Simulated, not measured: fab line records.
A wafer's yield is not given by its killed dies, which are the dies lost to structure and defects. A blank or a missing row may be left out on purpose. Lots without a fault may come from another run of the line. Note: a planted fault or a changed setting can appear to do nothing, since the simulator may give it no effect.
fab line records | flow nand-harc
record: lots: 6 | wafers: 18 | last-day: 33
route steps=1302 shown P_CONTACT@249 P_M0@253 END@1302
lots with no fault: from the same line, run without faults
start-h: the number of hours between the record's first day and the start of the first shown wafer of the lot | wait-h: hours from the lot's prior step to this one | " identical to the entry in the row above | L1.1+2: a row that stands for several wafers | - no value present, or no start provided | * or withheld: withheld | < > ~ a bound
route shown NAME@n: NAME is a module with steps in the file, n the number in the route of the first one | usual: mean/standard deviation of fault-free wafers | same: alike in all rows | chamber/n: place in a boat | sites: the reading at each site | _std_site: how widely they spread, as a standard deviation | _edge_site: outer sites' mean less inner sites' | radius-mm: how far each site lies from the wafer's centre | mask NAME#n: copy n | behind: the last tool/chamber to shape the wafer | hold: what put the lot on hold/how long, in hours/how the hold closed | device: the n, p or np transistor that did not switch | end of line: tests run on the same wafers once the route is complete | a step without rows: its recipe alone | killed: at the first sort, the dies lost to defects and structure; wafer yield is something else | map: the dies of a wafer, with x for killed, . for not killed, _ for no die there
set.NAME: the setting that was run; set.NAME@STEP: the one run at that earlier step | model.NAME: the simulator's own value behind a step, which no gauge read
lots at some steps of the route; a table a step, a row a wafer
services: the hour from which a tool's chamber was out of use, counted from the record's first day as start-h (under 0 if before that day), plus the number of hours and why
== steps ==
step: NHARC_P_CONTACT_CMP_24
recipe: t-overpolish-s: 30 | target-thk-nm: 200
usual: motor-current-A: 12.7/1.5 | overpolish-run-s: 30.000/0.0087 | time-to-endpoint-s: 40/3.1
lot.wafer | tool   | chamber | start-h | wait-h | motor-current-A | overpolish-run-s | time-to-endpoint-s
L821.2    | cmp-02 | 3       | 126.00  | 0.6    | 11.3            | 29.995           | 39
L821.1    | "      | 1       | "       | "      | 13.1            | 29.987           | 40
L821.6    | "      | 3       | "       | "      | 11.0            | 30.002           | 39
L826.2    | cmp-01 | 2       | 172.91  | 0.5    | 13.7            | 30.000           | 41
L826.6    | "      | 3       | "       | "      | 14.1            | 30.011           | 47
L826.5    | "      | 0       | "       | "      | 13.6            | 29.998           | 41
L829.4    | cmp-03 | 1       | 204.39  | 0.5    | 11.6            | 30.003           | 38
L829.1    | "      | 0       | "       | "      | 10.6            | 30.009           | 38
L829.6    | "      | 1       | "       | "      | 11.5            | 29.993           | 38
L839.4    | cmp-01 | 2       | 300.31  | 0.4    | 12.5            | 29.993           | 43
L839.1    | "      | 0       | "       | "      | 12.8            | 29.997           | 42
L839.3    | "      | 1       | "       | "      | 16.4            | 30.024           | 43
L842.3    | cmp-03 | 0       | 327.80  | 0.3    | 10.5            | 30.002           | 40
L842.5    | "      | 2       | "       | "      | 11.5            | 29.990           | 31
L842.6    | "      | 3       | "       | "      | 13.7            | 30.005           | 38
L843.1    | cmp-01 | 3       | 336.75  | 0.6    | 14.2            | 30.005           | 44
L843.3    | "      | 0       | "       | "      | 13.2            | 30.010           | 41
L843.5    | "      | 2       | "       | "      | 13.0            | 30.005           | 44
step: NHARC_P_CONTACT_SRD_26
step: NHARC_P_CONTACT_INSPECT_27
usual: raw-defect-count: 288/110
lot.wafer | tool              | chamber | start-h | wait-h | raw-defect-count
L821.1    | defect-inspect-02 | -       | 126.37  | 0.1    | 602
L821.2    | "                 | -       | "       | "      | 400
L821.6    | "                 | -       | "       | "      | 350
L826.2    | defect-inspect-02 | -       | 173.24  | 0.1    | 336
L826.5    | "                 | -       | "       | "      | 358
L826.6    | "                 | -       | "       | "      | 318
L829.1    | defect-inspect-02 | -       | 204.79  | 0.1    | 694
L829.4    | "                 | -       | "       | "      | 461
L829.6    | "                 | -       | "       | "      | 451
L839.1    | defect-inspect-01 | -       | 300.71  | 0.1    | 198
L839.3    | "                 | -       | "       | "      | 226
L839.4    | "                 | -       | "       | "      | 288
L842.3    | defect-inspect-02 | -       | 328.16  | 0.1    | 217
L842.5    | "                 | -       | "       | "      | 159
L842.6    | "                 | -       | "       | "      | 179
L843.1    | defect-inspect-01 | -       | 337.12  | 0.1    | 343
L843.3    | "                 | -       | "       | "      | 299
L843.5    | "                 | -       | "       | "      | 247
step: NHARC_P_M0_DEP_00
recipe: target-thk-a: 1500 | target-thk-nm: 150 | temp-c: withheld | pressure-torr: 5 | flow-sccm: 200 | rf-w: 600 | material: SiOC
step: NHARC_P_M0_DEHYDRATE_01
recipe: temp-c: 150 | time-s: 120
step: NHARC_P_M0_HMDS_02
recipe: time-s: 30
step: NHARC_P_M0_COAT_33
recipe: temp-c: 200 | time-s: 65
step: NHARC_P_M0_COAT_03
recipe: spin-rpm: 1500 | resist-thk-nm: 90
step: NHARC_P_M0_SOFTBAKE_04
recipe: temp-c: 105 | time-s: 55
step: NHARC_P_M0_EBR_05
step: NHARC_P_M0_EXPOSE_06
recipe: na: 1.35 | target-cd-nm: 90 | dose-mj: 81.28 | mask-id: P_M0
step: NHARC_P_M0_PEB_07
recipe: peb-temp-c: 100 | peb-time-s: 65
usual: heater-power-total-W: 156.6/0.45 | plate-temp-C: 99.97/0.12
lot.wafer | tool           | chamber | start-h | wait-h | heater-power-total-W | plate-temp-C
L821.1    | litho-track-06 | 0       | 127.20  | 0.1    | 156.4                | 100.21
L821.2    | "              | 0       | "       | "      | 157.1                | 100.12
L821.6    | "              | 0       | "       | "      | 157.2                | 100.01
L826.2    | litho-track-01 | 0       | 174.23  | 0.1    | 156.2                | 100.05
L826.5    | "              | 0       | "       | "      | 156.3                | 99.93
L826.6    | "              | 0       | "       | "      | 156.5                | 99.95
L829.1    | litho-track-06 | 0       | 205.61  | 0.1    | 156.1                | 99.91
L829.4    | "              | 0       | "       | "      | 156.6                | 100.06
L829.6    | "              | 0       | "       | "      | 156.6                | 100.11
L839.1    | litho-track-01 | 0       | 301.53  | 0.1    | 157.1                | 100.00
L839.3    | "              | 0       | "       | "      | 156.2                | 99.99
L839.4    | "              | 0       | "       | "      | 157.2                | 99.83
L842.3    | litho-track-06 | 0       | 328.98  | 0.0    | 152.7                | 97.82
L842.5    | "              | 0       | "       | "      | 152.6                | 97.98
L842.6    | "              | 0       | "       | "      | 151.7                | 98.02
L843.1    | litho-track-06 | 0       | 338.07  | 0.1    | 151.5                | 97.89
L843.3    | "              | 0       | "       | "      | 152.5                | 98.07
L843.5    | "              | 0       | "       | "      | 152.7                | 97.73
step: NHARC_P_M0_DEVELOP_08
recipe: develop-time-s: 35 | dev-temp-c: 23
step: NHARC_P_M0_CD_MEAS_09
recipe: target-cd-nm: 90 | landing-energy-ev: 500
usual: cd-nm: 89.7/0.92
lot.wafer | tool      | chamber | start-h | wait-h | cd-nm
L821.1    | cd-sem-03 | 0       | 127.28  | -      | 88.5
L821.2    | "         | 0       | "       | "      | 89.3
L821.6    | "         | 0       | "       | "      | 89.6
L826.2    | cd-sem-03 | 0       | 174.31  | -      | 90.2
L826.5    | "         | 0       | "       | "      | 88.7
L826.6    | "         | 0       | "       | "      | 90.1
L829.1    | cd-sem-03 | 0       | 205.69  | -      | 89.4
L829.4    | "         | 0       | "       | "      | 90.2
L829.6    | "         | 0       | "       | "      | 89.5
L839.1    | cd-sem-03 | 0       | 301.61  | -      | 88.1
L839.3    | "         | 0       | "       | "      | 89.6
L839.4    | "         | 0       | "       | "      | 89.5
L842.3    | cd-sem-03 | 0       | 329.06  | -      | 83.7
L842.5    | "         | 0       | "       | "      | 82.2
L842.6    | "         | 0       | "       | "      | 82.3
L843.1    | cd-sem-03 | 0       | 338.15  | -      | 81.4
L843.3    | "         | 0       | "       | "      | 81.6
L843.5    | "         | 0       | "       | "      | 81.4
step: NHARC_P_M0_OVL_MEAS_10
recipe: pitch-nm: 180
usual: overlay-x-nm: -0.2/0.81 | overlay-y-nm: 0.2/0.77
lot.wafer | tool       | chamber | start-h | wait-h | overlay-x-nm | overlay-y-nm
L821.1    | overlay-02 | -       | 127.37  | -      | 0.9          | 0.2
L821.2    | "          | -       | "       | "      | 0.8          | 0.6
L821.6    | "          | -       | "       | "      | 0.6          | -0.1
L826.2    | overlay-01 | -       | 174.40  | -      | -0.4         | 0.4
L826.5    | "          | -       | "       | "      | -0.6         | -0.1
L826.6    | "          | -       | "       | "      | 0.1          | 0.7
L829.1    | overlay-02 | -       | 205.78  | -      | -0.2         | -0.2
L829.4    | "          | -       | "       | "      | -0.2         | -0.3
L829.6    | "          | -       | "       | "      | -0.2         | -0.8
L839.1    | overlay-02 | -       | 301.70  | -      | 0.0          | 1.3
L839.3    | "          | -       | "       | "      | 0.5          | 0.6
L839.4    | "          | -       | "       | "      | 0.4          | 1.1
L842.3    | overlay-02 | -       | 329.15  | -      | -0.6         | 1.6
L842.5    | "          | -       | "       | "      | -0.6         | 1.7
L842.6    | "          | -       | "       | "      | 0.3          | 1.9
L843.1    | overlay-02 | -       | 338.24  | -      | 0.6          | -0.3
L843.3    | "          | -       | "       | "      | 0.5          | -0.6
L843.5    | "          | -       | "       | "      | 0.3          | -0.5
step: NHARC_P_M0_INSPECT_11
usual: raw-defect-count: 5/3.4
lot.wafer | tool              | chamber | start-h | wait-h | raw-defect-count
L821.1    | defect-inspect-02 | -       | 127.41  | 0.0    | 4
L821.2    | "                 | -       | "       | "      | 1
L821.6    | "                 | -       | "       | "      | 4
L826.2    | defect-inspect-02 | -       | 174.43  | 0.0    | 2
L826.5    | "                 | -       | "       | "      | 0
L826.6    | "                 | -       | "       | "      | 1
L829.1    | defect-inspect-01 | -       | 205.82  | 0.0    | 4
L829.4    | "                 | -       | "       | "      | 4
L829.6    | "                 | -       | "       | "      | 4
L839.1    | defect-inspect-02 | -       | 301.73  | 0.0    | 6
L839.3    | "                 | -       | "       | "      | 3
L839.4    | "                 | -       | "       | "      | 3
L842.3    | defect-inspect-02 | -       | 329.18  | 0.0    | 7
L842.5    | "                 | -       | "       | "      | 6
L842.6    | "                 | -       | "       | "      | 5
L843.1    | defect-inspect-02 | -       | 338.28  | 0.0    | 13
L843.3    | "                 | -       | "       | "      | 12
L843.5    | "                 | -       | "       | "      | 12
step: NHARC_P_M0_DESCUM_14
recipe: time-s: 3 | o2-flow-sccm: 200 | ar-flow-sccm: 0 | bias-power-w: 0 | chemistry: O2
usual: drypump-motor-current-A: 5.7/0.34 | o2-flow-sccm: 199.9/0.54 | oes-product-au: 1.007/0.016 | rf-vpp-V: 57.8/0.94 | showerhead-plenum-p-Torr: 1.93/0.09 | throttle-valve-pct: 11.309/0.0097
lot.wafer | tool        | chamber | start-h | wait-h | drypump-motor-current-A | o2-flow-sccm | oes-product-au | rf-hours-counter-h | rf-vpp-V | showerhead-plenum-p-Torr | throttle-valve-pct | model.P_M0.cd-nm
L821.2    | rie-diel-01 | 3       | 127.49  | 0.1    | 5.7                     | 199.6        | 0.996          | 26                 | 59.0     | 2.07                     | 11.319             | 89.37
L821.1    | "           | 0       | "       | "      | 4.7                     | 200.6        | 1.028          | 38                 | 58.2     | 1.94                     | 11.323             | 89.31
L821.6    | "           | 2       | "       | "      | 5.8                     | 199.3        | 0.976          | -                  | 59.0     | 1.77                     | 11.299             | 90.04
L826.2    | rie-diel-05 | 1       | 174.52  | 0.1    | 6.0                     | 199.8        | 0.981          | 17                 | 57.8     | 1.96                     | 11.300             | 90.08
L826.5    | "           | 2       | "       | "      | 6.1                     | 199.6        | 1.026          | -                  | 56.9     | 1.84                     | 11.309             | 89.79
L826.6    | "           | 3       | "       | "      | 5.7                     | 199.8        | 0.992          | -                  | 59.1     | 2.01                     | 11.315             | 89.55
L829.1    | rie-diel-10 | 0       | 205.89  | 0.1    | 5.4                     | 199.9        | 1.017          | 41                 | 57.1     | 1.76                     | 11.316             | 89.55
L829.4    | "           | 1       | "       | "      | 5.8                     | 199.0        | 1.019          | 41                 | 58.5     | 1.95                     | 11.302             | 90.27
L829.6    | "           | 0       | "       | "      | 5.4                     | 199.7        | 1.026          | -                  | 58.6     | 1.76                     | 11.294             | 89.53
L839.3    | rie-diel-01 | 2       | 301.80  | 0.1    | 5.8                     | 200.2        | 0.991          | 30                 | 57.3     | 2.07                     | 11.318             | 90.12
L839.4    | "           | 3       | "       | "      | 5.7                     | 200.7        | 1.015          | 23                 | 57.6     | 2.05                     | 11.326             | 89.45
L839.1    | "           | 0       | "       | "      | 4.7                     | 198.7        | 0.989          | 29                 | 57.3     | 1.93                     | 11.311             | 88.79
L842.3    | rie-diel-05 | 3       | 329.27  | 0.1    | 5.7                     | 199.5        | 1.005          | 12                 | 57.3     | 2.00                     | 11.304             | 83.4
L842.5    | "           | 0       | "       | "      | 5.7                     | 200.3        | 0.999          | -                  | 58.6     | 1.94                     | 11.297             | 83.1
L842.6    | "           | 1       | "       | "      | 6.0                     | 200.8        | 1.000          | -                  | 57.9     | 1.95                     | 11.305             | 82.18
L843.1    | rie-diel-05 | 1       | 338.34  | 0.1    | 6.0                     | 199.9        | 1.005          | 17                 | 56.7     | 1.95                     | 11.309             | 81.77
L843.3    | "           | 2       | "       | "      | 6.1                     | 199.1        | 1.031          | 16                 | 58.4     | 1.83                     | 11.297             | 82.89
L843.5    | "           | 2       | "       | "      | 6.1                     | 199.5        | 1.031          | -                  | 58.2     | 1.83                     | 11.314             | 81.98
step: NHARC_P_M0_ETCH_34
recipe: target-depth-a: 400 | overetch-a: 120 | time-s: 43.94 | ion-energy-ev: 200 | n2-flow-sccm: 150 | h2-flow-sccm: 150 | ar-flow-sccm: 0 | rf-w: 400 | bias-w: 150 | chemistry: N2/H2
usual: drypump-motor-current-A: 5.7/0.33 | oes-product-au: 1.006/0.016 | rf-vpp-V: 430.7/2.7 | showerhead-plenum-p-Torr: 2.05/0.098 | throttle-valve-pct: 14.171/0.0086
lot.wafer | tool        | chamber | start-h | wait-h | drypump-motor-current-A | oes-product-au | rf-hours-counter-h | rf-vpp-V | showerhead-plenum-p-Torr | throttle-valve-pct
L821.1    | rie-diel-01 | 3       | 127.55  | 0.1    | 5.6                     | 0.994          | 26                 | 435.0    | 2.21                     | 14.160
L821.2    | "           | 0       | "       | "      | 4.7                     | 1.002          | 38                 | 431.5    | 2.07                     | 14.178
L821.6    | "           | 3       | "       | "      | 5.7                     | 0.988          | -                  | 435.2    | 2.21                     | 14.172
L826.2    | rie-diel-05 | 1       | 174.60  | 0.1    | 6.0                     | 0.986          | 17                 | 431.1    | 2.09                     | 14.156
L826.6    | "           | 2       | "       | "      | 6.1                     | 1.019          | -                  | 427.1    | 1.96                     | 14.178
L826.5    | "           | 3       | "       | "      | 5.7                     | 0.989          | -                  | 434.4    | 2.14                     | 14.172
L829.1    | rie-diel-10 | 3       | 206.05  | 0.1    | 6.0                     | 0.996          | 44                 | 431.4    | 2.13                     | 14.184
L829.4    | "           | 0       | "       | "      | 5.5                     | 1.017          | 41                 | 424.7    | 1.87                     | 14.166
L829.6    | "           | 2       | "       | "      | 5.4                     | 1.017          | -                  | 426.2    | 1.90                     | 14.173
L839.3    | rie-diel-01 | 2       | 301.89  | 0.1    | 5.9                     | 1.003          | 30                 | 434.2    | 2.21                     | 14.168
L839.1    | "           | 3       | "       | "      | 5.6                     | 1.024          | 23                 | 435.2    | 2.19                     | 14.169
L839.4    | "           | 0       | "       | "      | 4.7                     | 0.995          | 29                 | 429.5    | 2.05                     | 14.166
L842.3    | rie-diel-05 | 2       | 329.33  | 0.1    | 6.1                     | 1.025          | 14                 | 428.7    | 1.95                     | 14.171
L842.5    | "           | 1       | "       | "      | 6.0                     | 0.993          | -                  | 432.5    | 2.08                     | 14.165
L842.6    | "           | 2       | "       | "      | 6.1                     | 1.018          | -                  | 427.9    | 1.95                     | 14.165
L843.1    | rie-diel-05 | 0       | 338.44  | 0.1    | 5.7                     | 0.994          | 15                 | 430.0    | 2.06                     | 14.179
L843.3    | "           | 2       | "       | "      | 6.1                     | 1.039          | 16                 | 428.5    | 1.95                     | 14.168
L843.5    | "           | 3       | "       | "      | 5.7                     | 1.007          | -                  | 432.1    | 2.13                     | 14.168
step: NHARC_P_M0_ETCH_15
recipe: target-depth-a: 1500 | overetch-a: 150 | time-s: 82.5 | c4f8-flow-sccm: withheld | ar-flow-sccm: 400 | rf-w: 600 | bias-w: 300 | chemistry: C4F8/Ar
usual: oes-product-au: 0.965/0.021 | rf-vpp-V: 441.2/2.8
lot.wafer | tool        | chamber | start-h | wait-h | oes-product-au | rf-hours-counter-h | rf-vpp-V | model.P_M0.cd-nm
L821.1    | rie-diel-01 | 3       | -       | -      | 0.967          | 26                 | 446.7    | 89.41
L821.2    | "           | 0       | "       | "      | 0.978          | 38                 | 442.2    | 89.36
L821.6    | "           | 2       | "       | "      | 0.943          | -                  | 436.7    | 90.17
L826.2    | rie-diel-05 | 2       | -       | -      | 0.986          | 17                 | 438.6    | 90.11
L826.6    | "           | 0       | "       | "      | 0.964          | -                  | 440.2    | 89.16
L826.5    | "           | 1       | "       | "      | 0.954          | -                  | 442.9    | 90.31
L829.4    | rie-diel-10 | 0       | -       | -      | 0.966          | 41                 | 436.3    | 90.53
L829.1    | "           | 3       | "       | "      | 0.941          | 44                 | 442.2    | 90.28
L829.6    | "           | 1       | "       | "      | 0.950          | -                  | 442.8    | 89.58
L839.3    | rie-diel-01 | 3       | -       | -      | 0.972          | 23                 | 446.1    | 89.18
L839.4    | "           | 0       | "       | "      | 0.979          | 29                 | 440.6    | 89.04
L839.1    | "           | 2       | "       | "      | 0.961          | 30                 | 445.1    | 88.78
L842.3    | rie-diel-05 | 1       | -       | -      | 0.965          | 15                 | 442.0    | 83.32
L842.5    | "           | 1       | "       | "      | 0.959          | -                  | 442.3    | 82.93
L842.6    | "           | 2       | "       | "      | 1.005          | -                  | 437.7    | 82.32
L843.3    | rie-diel-05 | 3       | -       | -      | 0.940          | 14                 | 442.7    | 83.17
L843.1    | "           | 1       | "       | "      | 0.940          | 18                 | 441.8    | 81.95
L843.5    | "           | 3       | "       | "      | 0.942          | -                  | 441.8    | 81.4
step: NHARC_P_M0_CD_MEAS_16
usual: cd-nm: 89.9/1.1
lot.wafer | tool      | chamber | start-h | wait-h | cd-nm
L821.1    | cd-sem-02 | -       | 127.77  | -      | 89.6
L821.2    | "         | -       | "       | "      | 89.3
L821.6    | "         | -       | "       | "      | 89.9
L826.2    | cd-sem-03 | -       | 174.80  | -      | 90.1
L826.5    | "         | -       | "       | "      | 90.5
L826.6    | "         | -       | "       | "      | 89.5
L829.1    | cd-sem-02 | -       | 206.38  | -      | 89.9
L829.4    | "         | -       | "       | "      | 90.8
L829.6    | "         | -       | "       | "      | 89.2
L839.1    | cd-sem-02 | -       | 302.10  | -      | 88.5
L839.3    | "         | -       | "       | "      | 89.5
L839.4    | "         | -       | "       | "      | 89.0
L842.3    | cd-sem-03 | -       | 329.55  | -      | 83.4
L842.5    | "         | -       | "       | "      | 82.9
L842.6    | "         | -       | "       | "      | 82.5
L843.1    | cd-sem-02 | -       | 339.39  | -      | 82.3
L843.3    | "         | -       | "       | "      | 83.6
L843.5    | "         | -       | "       | "      | 81.5
step: NHARC_P_M0_STRIP_18
recipe: power-w: 1000 | n2-flow-sccm: 150 | h2-flow-sccm: 150 | ar-flow-sccm: 0 | bias-w: 0 | chemistry: N2/H2
usual: drypump-motor-current-A: 5.7/0.36 | oes-product-au: 1.006/0.015 | rf-vpp-V: 90.8/0.97 | showerhead-plenum-p-Torr: 2.06/0.1 | throttle-valve-pct: 14.171/0.0094
lot.wafer | tool        | chamber | start-h | wait-h | drypump-motor-current-A | oes-product-au | rf-hours-counter-h | rf-vpp-V | showerhead-plenum-p-Torr | throttle-valve-pct
L821.1    | rie-diel-01 | 2       | 127.87  | 0.1    | 5.9                     | 0.974          | 30                 | 89.9     | 1.88                     | 14.176
L821.2    | "           | 0       | "       | "      | 4.7                     | 1.007          | 38                 | 91.3     | 2.07                     | 14.155
L821.6    | "           | 2       | "       | "      | 5.9                     | 0.982          | -                  | 90.7     | 1.88                     | 14.172
L826.2    | rie-diel-10 | 0       | 174.93  | 0.1    | 5.4                     | 1.026          | 33                 | 88.5     | 1.88                     | 14.173
L826.6    | "           | 2       | "       | "      | 5.4                     | 1.015          | -                  | 89.7     | 1.91                     | 14.167
L826.5    | "           | 3       | "       | "      | 5.9                     | 1.017          | -                  | 89.8     | 2.13                     | 14.176
L829.1    | rie-diel-10 | 2       | 206.45  | 0.1    | 5.4                     | 1.026          | 44                 | 90.1     | 1.90                     | 14.171
L829.4    | "           | 1       | "       | "      | 5.8                     | 1.017          | 41                 | 91.4     | 2.08                     | 14.170
L829.6    | "           | 3       | "       | "      | 6.0                     | 0.993          | -                  | 91.1     | 2.13                     | 14.181
L839.1    | rie-diel-01 | 0       | 302.17  | 0.1    | 4.7                     | 1.004          | 29                 | 91.1     | 2.05                     | 14.172
L839.3    | "           | 1       | "       | "      | 6.1                     | 1.033          | 29                 | 90.8     | 2.02                     | 14.151
L839.4    | "           | 3       | "       | "      | 5.6                     | 1.023          | 23                 | 91.5     | 2.19                     | 14.171
L842.3    | rie-diel-10 | 1       | 329.67  | 0.1    | 5.8                     | 1.027          | 28                 | 90.5     | 2.06                     | 14.158
L842.5    | "           | 3       | "       | "      | 5.9                     | 1.001          | -                  | 91.4     | 2.12                     | 14.166
L842.6    | "           | 0       | "       | "      | 5.4                     | 1.032          | -                  | 92.3     | 2.21                     | 14.177
L843.3    | rie-diel-10 | 0       | 339.49  | 0.1    | 5.4                     | 1.020          | 31                 | 91.1     | 2.21                     | 14.164
L843.1    | "           | 1       | "       | "      | 5.7                     | 1.029          | 31                 | 89.8     | 2.06                     | 14.162
L843.5    | "           | 3       | "       | "      | 5.9                     | 1.005          | -                  | 91.5     | 2.12                     | 14.183
step: NHARC_END_SORT_01
recipe: temp-c: 25
usual: defect-limited-yield: 91/3.2 | killed-at-array: 58/22 | killed-at-other: 1.0/1.3 | killed-at-periphery: 5/3.4 | killed-dies: 64/22 | killed-open: 3.6/1.8 | killed-short: 2.4/1.7
same: gross-dies: 677
lot.wafer | tool      | chamber | start-h | wait-h | defect-limited-yield[%] | killed-at-array | killed-at-other | killed-at-periphery | killed-dies | killed-open | killed-short
L821.1    | prober-01 | 0       | 569.54  | 2.5    | 89                      | 71              | 0               | 6                   | 77          | 3           | 3
L821.2    | prober-01 | 0       | 570.33  | 2.8    | 91                      | 62              | 0               | 2                   | 64          | 6           | 3
L821.6    | prober-01 | 0       | 573.48  | 3.9    | 91                      | 61              | 1               | 0                   | 62          | 4           | 2
L829.1    | prober-01 | 0       | 646.96  | 2.5    | 90                      | 68              | 1               | 2                   | 71          | 5           | 4
L829.6    | prober-01 | 0       | 651.00  | 4.0    | 91                      | 52              | 0               | 6                   | 58          | 5           | 3
L839.1    | prober-01 | 0       | 750.06  | 2.5    | 92                      | 56              | 0               | 1                   | 57          | 1           | 2
L839.3    | prober-01 | 0       | 751.67  | 3.1    | 91                      | 56              | 1               | 3                   | 60          | 4           | 4
L839.4    | prober-01 | 0       | 752.48  | 3.4    | 88                      | 75              | 2               | 2                   | 79          | 6           | 3
L843.3    | prober-01 | 0       | 780.69  | 3.1    | 88                      | 66              | 0               | 13                  | 79          | 5           | 2
L843.5    | prober-01 | 0       | 782.31  | 3.7    | 91                      | 44              | 1               | 14                  | 59          | 1           | 1
killed by level:class
L821.1 A_CHANNEL_HOLE_D2:chamber-film-flake=29 A_SLIT:chamber-film-flake=26 A_WL_FILL:chamber-film-flake=4 A_CONTACT:chamber-film-flake=4 P_GATE:chamber-film-flake=3 P_BONDPAD:chamber-film-flake=3 A_ONON_D1:geometric-particle:short=1 A_CHANNEL_FILL_D1:geometric-particle:short=1
L821.2 A_CHANNEL_HOLE_D2:chamber-film-flake=31 A_SLIT:chamber-film-flake=20 A_CONTACT:chamber-film-flake=3 A_CHANNEL_FILL_D1:geometric-particle:open=2 A_BLC:geometric-particle:open=2 P_CONTACT:geometric-particle:open=1 P_M0:geometric-particle:short=1 A_CHANNEL_HOLE_D1:geometric-particle:open=1
L821.6 A_CHANNEL_HOLE_D2:chamber-film-flake=33 A_SLIT:chamber-film-flake=19 A_CONTACT:chamber-film-flake=2 A_CHANNEL_FILL_D1:geometric-particle:open=1 A_CHANNEL_FILL_D2:geometric-particle:open=1 A_WL_FILL:geometric-particle:open=1 A_WL_FILL:geometric-particle:short=1 A_M0:geometric-particle:open=1
L829.1 A_SLIT:chamber-film-flake=31 A_CHANNEL_HOLE_D2:chamber-film-flake=16 A_CHANNEL_HOLE_D1:chamber-film-flake=6 A_CONTACT:chamber-film-flake=4 A_WL_FILL:chamber-film-flake=3 A_SGD_CUT:geometric-particle:short=2 P_GATE:geometric-particle:open=1 A_CHANNEL_HOLE_D1:geometric-particle:short=1
L829.6 A_SLIT:chamber-film-flake=27 A_CONTACT:chamber-film-flake=9 A_CHANNEL_HOLE_D2:chamber-film-flake=8 A_CHANNEL_HOLE_D1:chamber-film-flake=3 P_GATE:geometric-particle:open=2 P_STI:chamber-film-flake=2 P_CONTACT:geometric-particle:open=1 P_M0:geometric-particle:short=1
L839.1 A_SLIT:chamber-film-flake=31 A_CHANNEL_HOLE_D1:chamber-film-flake=8 A_CONTACT:chamber-film-flake=5 A_ZERO_WELL:chamber-film-flake=2 A_STAIRCASE:chamber-film-flake=2 A_WL_FILL:chamber-film-flake=2 A_CHANNEL_HOLE_D2:geometric-particle:short=1 A_CHANNEL_FILL_D2:geometric-particle:open=1
L839.3 A_SLIT:chamber-film-flake=31 A_CHANNEL_HOLE_D1:chamber-film-flake=11 A_CONTACT:chamber-film-flake=4 A_CHANNEL_FILL_D2:chamber-film-flake=2 A_STAIRCASE:chamber-film-flake=2 P_CONTACT:geometric-particle:open=1 P_CONTACT:geometric-particle:short=1 P_M1:geometric-particle:short=1
L839.4 A_SLIT:chamber-film-flake=37 A_CHANNEL_HOLE_D1:chamber-film-flake=16 A_STAIRCASE:chamber-film-flake=4 A_CONTACT:chamber-film-flake=4 A_WL_FILL:geometric-particle:open=2 THIN_TSV:chamber-film-flake=2 P_M0:geometric-particle:open=1 A_SOURCE_PLATE:geometric-particle:open=1
L843.3 A_CHANNEL_HOLE_D2:chamber-film-flake=27 A_SLIT:chamber-film-flake=27 P_STI:chamber-film-flake=3 P_GATE:chamber-film-flake=3 P_M0:geometric-particle:open=2 P_CONTACT:chamber-film-flake=2 A_CHANNEL_FILL_D1:chamber-film-flake=2 A_STAIRCASE:chamber-film-flake=2
L843.5 A_SLIT:chamber-film-flake=25 A_CHANNEL_HOLE_D2:chamber-film-flake=11 P_CONTACT:chamber-film-flake=4 P_STI:chamber-film-flake=3 P_GATE:chamber-film-flake=3 A_CHANNEL_HOLE_D1:chamber-film-flake=2 P_M0:area-peb=2 P_GATE:geometric-particle:open=1
== services ==
tool           | chamber | start-h | hours | kind
cmp-02         | -       | 134.61  | 4.0   | pm
cmp-03         | -       | 135.64  | 1.2   | repair
rie-diel-05    | 1       | 147.59  | 4.8   | repair
litho-track-01 | -       | 155.00  | 7.0   | pm
cmp-03         | -       | 162.00  | 4.0   | pm
rie-diel-01    | 3       | 163.66  | 8.1   | repair
cmp-03         | -       | 178.06  | 3.1   | repair
litho-track-06 | -       | 179.00  | 7.0   | pm
cmp-01         | -       | 187.13  | 4.0   | pm
rie-diel-01    | -       | 203.96  | 9.0   | pm
cmp-02         | -       | 205.66  | 1.0   | repair
cmp-02         | -       | 210.22  | 0.3   | repair
rie-diel-05    | 1       | 221.90  | 2.4   | repair
rie-diel-10    | 3       | 222.64  | 34.8  | repair
rie-diel-05    | -       | 229.60  | 9.0   | pm
cmp-02         | -       | 232.61  | 4.0   | pm
cmp-01         | -       | 232.62  | 2.8   | repair
rie-diel-10    | -       | 245.94  | 9.0   | pm
cmp-03         | -       | 260.00  | 4.0   | pm
cmp-03         | -       | 267.49  | 2.9   | repair
rie-diel-01    | 3       | 272.45  | 23.5  | repair
rie-diel-10    | 2       | 282.61  | 16.2  | repair
cmp-01         | -       | 285.13  | 4.0   | pm
litho-track-01 | -       | 330.00  | 7.0   | pm
== key ==
first-sign: step: NHARC_P_M0_PEB_07 | reading: plate-temp-C | direction: down | sigmas: 17 | usual: * | struck: *
effect: step: NHARC_P_M0_PEB_07 | reading: heater-power-total-W | direction: down | sigmas: 9.6 | usual: * | struck: *
effect: step: NHARC_P_M0_CD_MEAS_09 | reading: cd-nm | direction: down | sigmas: 8.3 | usual: 89.7 | struck: 82.1
effect: step: NHARC_P_M0_CD_MEAS_16 | reading: cd-nm | direction: down | sigmas: 6.3 | usual: 89.9 | struck: 82.7
model-effect: step: NHARC_P_M0_DESCUM_14 | value: P_M0.cd-nm | without: 90.61 | struck: 82.55
model-effect: step: NHARC_P_M0_ETCH_15 | value: P_M0.cd-nm | without: 90.58 | struck: 82.51
met-at NHARC_P_M0_PEB_07
struck-wafers L842.3,L842.5,L842.6,L843.1,L843.3,L843.5
rows-end L842.3,L842.5,L842.6
onset-between 205.61 328.98
fault: kind: process-parameter-drift | tool: litho-track-06 | chamber: - | onset-h: 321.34 | steps: NHARC_P_M0_PEB_07 | channel: peb-temp-c | offset: * | shape: step | acts-in: * | stated: *
rows-end: these wafers met a further fault down the route, and their rows from its step on are left out
